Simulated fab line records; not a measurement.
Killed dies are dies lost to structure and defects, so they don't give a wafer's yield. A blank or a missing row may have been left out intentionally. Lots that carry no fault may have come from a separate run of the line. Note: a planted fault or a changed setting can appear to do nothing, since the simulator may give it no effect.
Chamber matching || flow n5Finfet || N5_BEOL_M1_DESCUM_33 on rieDiel-04: 4 sister chambers
The step chemistry O2, time 7 s. 4 wafers are shown with their chamber, then 8 later ones without.

## WAFERS PAIRED WITH THEIR CHAMBERS
{"wafer": "L091.1", "chamber": 3, "showerheadPlenumPTorr (Torr)": 2.13}
{"wafer": "L091.2", "chamber": 2, "showerheadPlenumPTorr (Torr)": 2.06}
{"wafer": "L091.3", "chamber": 1, "showerheadPlenumPTorr (Torr)": 2.15}
{"wafer": "L094.1", "chamber": 0, "showerheadPlenumPTorr (Torr)": 2.14}

## WAFERS WHOSE CHAMBER IS MISSING
{"wafer": "L094.5", "showerheadPlenumPTorr (Torr)": 2.14}
{"wafer": "L094.6", "showerheadPlenumPTorr (Torr)": 2.14}
{"wafer": "L095.2", "showerheadPlenumPTorr (Torr)": 2.05}
{"wafer": "L095.3", "showerheadPlenumPTorr (Torr)": 2.12}
{"wafer": "L095.4", "showerheadPlenumPTorr (Torr)": 2.12}
{"wafer": "L097.2", "showerheadPlenumPTorr (Torr)": 2.05}
{"wafer": "L097.4", "showerheadPlenumPTorr (Torr)": 2.14}
{"wafer": "L097.5", "showerheadPlenumPTorr (Torr)": 2.05}

## WHICH CHAMBER EACH ONE RAN IN
{"wafer": "L094.5", "from the rows above": "can't be placed: 0 or 1 or 3", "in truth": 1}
{"wafer": "L094.6", "from the rows above": "can't be placed: 0 or 1 or 3", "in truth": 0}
{"wafer": "L095.2", "from the rows above": 2, "in truth": 2}
{"wafer": "L095.3", "from the rows above": "can't be placed: 3 or 0", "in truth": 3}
{"wafer": "L095.4", "from the rows above": "can't be placed: 3 or 0", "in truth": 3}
{"wafer": "L097.2", "from the rows above": 2, "in truth": 2}
{"wafer": "L097.4", "from the rows above": "can't be placed: 0 or 1 or 3", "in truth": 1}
{"wafer": "L097.5", "from the rows above": 2, "in truth": 2}
Correctly placed: 3 of 8. Cannot be placed on the basis of these rows: 5; the candidates contain the true chamber in 5. 0 placed wrongly.
How it was worked out, from the rows above alone: a wafer's distance from a chamber is the root of the sum, over the readings, of the square of ((its reading less the chamber's mean) divided by the reading's scatter). The wafer belongs to the nearest chamber; if the next one is less than 2 further off, it can't be placed. Each chamber's mean is taken over the wafers shown for it. The scatter (one wafer shown for each chamber): square how far every hidden wafer sits from the nearest shown wafer, average those squares and take the square root.
